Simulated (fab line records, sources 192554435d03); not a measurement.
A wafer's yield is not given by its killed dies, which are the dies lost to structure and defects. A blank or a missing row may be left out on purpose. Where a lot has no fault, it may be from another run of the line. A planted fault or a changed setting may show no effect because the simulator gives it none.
Matching of chambers + flow n5 finfet + 4 sister chambers for N5_BEOL_M10_ETCH_65 on rie diel-02
The step etches SiARC in CF4, target depth 39 nm, time 65 s. 14 wafers are shown with their chamber, then 7 later ones without.

EACH WAFER AND ITS CHAMBER
| wafer  | chamber | etch rf on time s (s) | oes product au (a.u.) | rf vpp V (V) |
|--------|---------|-----------------------|-----------------------|--------------|
| L077.3 | 0       | 66.6                  | 0.59                  | 182.6        |
| L077.5 | 3       | 63.1                  | 0.61                  | 183.5        |
| L077.6 | 0       | 66.3                  | 0.59                  | 181.1        |
| L082.2 | 3       | 63.7                  | 0.62                  | 184.3        |
| L082.3 | 0       | 66.9                  | 0.59                  | 184.0        |
| L082.6 | 3       | 63.7                  | 0.61                  | 184.9        |
| L081.1 | 3       | 63.6                  | 0.61                  | 183.4        |
| L081.5 | 1       | 67.7                  | 0.58                  | 185.0        |
| L081.6 | 3       | 63.6                  | 0.62                  | 183.9        |
| L085.1 | 1       | 66.3                  | 0.81                  | 184.1        |
| L085.4 | 2       | 65.0                  | 0.82                  | 184.0        |
| L085.6 | 2       | 64.0                  | 0.82                  | 184.3        |
| L086.1 | 3       | 62.6                  | 0.60                  | 183.2        |
| L086.3 | 2       | 64.7                  | 0.81                  | 184.7        |

SIGNATURES (means of the wafers above)
| reading           | chamber 0 | chamber 1 | chamber 2 | chamber 3 | scatter within a chamber |
|-------------------|-----------|-----------|-----------|-----------|--------------------------|
| etch rf on time s | 66.600    | 67.000    | 64.567    | 63.383    | 0.517                    |
| oes product au    | 0.5900    | 0.6950    | 0.8167    | 0.6117    | 0.0518                   |
| rf vpp V          | 182.567   | 184.550   | 184.333   | 183.867   | 0.831                    |
Rule: distance of a wafer from a chamber = root of the sum over the readings of ((wafer's reading minus chamber's mean) / reading's scatter) squared. If the next closest chamber is less than 2 further off than the closest, the wafer can't be placed; otherwise it belongs to the closest. The scatter is the square root of a quotient: the sum, over the shown wafers, of each reading's squared deviation from its chamber's mean, divided by wafers minus chambers.

WAFERS WITHOUT THEIR CHAMBER
| wafer  | etch rf on time s (s) | oes product au (a.u.) | rf vpp V (V) |
|--------|-----------------------|-----------------------|--------------|
| L086.5 | 66.5                  | 0.80                  | 184.0        |
| L088.1 | 62.7                  | 0.61                  | 183.6        |
| L088.3 | 66.9                  | 0.80                  | 184.8        |
| L088.4 | 65.1                  | 0.81                  | 183.8        |
| L095.1 | 63.4                  | 0.59                  | 184.1        |
| L095.3 | 66.2                  | 0.78                  | 185.2        |
| L095.4 | 66.8                  | 0.76                  | 184.8        |

THE CHAMBER EACH PASSED THROUGH
| wafer  | from the rows above     | in truth |
|--------|-------------------------|----------|
| L086.5 | can't be placed: 1 or 2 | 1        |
| L088.1 | 3                       | 3        |
| L088.3 | 1                       | 1        |
| L088.4 | 2                       | 2        |
| L095.1 | 3                       | 3        |
| L095.3 | can't be placed: 1 or 2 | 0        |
| L095.4 | 1                       | 1        |
Placed correctly: 5 of 7. Not placeable from these rows: 2 (in 1, the candidates include the true chamber). 0 placed wrongly.
